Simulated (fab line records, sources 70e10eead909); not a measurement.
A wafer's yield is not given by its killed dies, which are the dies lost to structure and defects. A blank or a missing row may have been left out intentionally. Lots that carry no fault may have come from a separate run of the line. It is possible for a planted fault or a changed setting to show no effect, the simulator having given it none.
Matching of chambers ; flow nandHarc ; NHARC_P_CONTACT_ALD_22 on aldMetal-03 has 4 sister chambers
The step deposits TiN, target thk 3 nm, pulse time 1 s, ald cycles 150. 8 wafers are shown with their chamber, then 10 later ones without.

== EACH WAFER AND ITS CHAMBER ==
wafer;chamber;heaterPowerW (W);heaterPowerOuterW (W)
L082.6;2;981;677
L084.4;2;1024;682
L087.1;0;1037;662
L088.3;3;967;647
L088.4;1;1176;734
L088.5;3;994;637
L090.1;1;1158;756
L090.3;0;979;645

== WAFERS WHOSE CHAMBER IS MISSING ==
wafer;heaterPowerW (W);heaterPowerOuterW (W)
L090.6;1148;717
L091.2;1009;699
L091.4;1171;725
L091.6;995;638
L093.2;977;637
L093.3;1179;735
L093.4;998;646
L096.3;1007;664
L096.4;1022;643
L096.5;1009;652

== CHAMBER TAKEN BY EACH ==
wafer;from the rows above;in truth
L090.6;1;1
L091.2;2;2
L091.4;1;1
L091.6;can't be placed: 3 or 0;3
L093.2;can't be placed: 3 or 0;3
L093.3;1;1
L093.4;can't be placed: 3 or 0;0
L096.3;can't be placed: 0 or 2 or 3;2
L096.4;can't be placed: 0 or 3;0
L096.5;can't be placed: 0 or 3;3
4 of 10 placed correctly. Not placeable from these rows: 6 (in 6, the candidates include the true chamber). Placed wrongly: 0.
How it was worked out, from the rows above alone: a wafer's distance from a chamber is the root of the sum, over the readings, of the square of ((its reading less the chamber's mean) divided by the reading's scatter). The wafer belongs to the nearest chamber; if the next one is less than 2 further off, it can't be placed. A chamber's mean is the mean of its shown wafers. The scatter: the root of (the sum of the squares of (reading less its chamber's mean) over the shown wafers, divided by (wafers less chambers)).
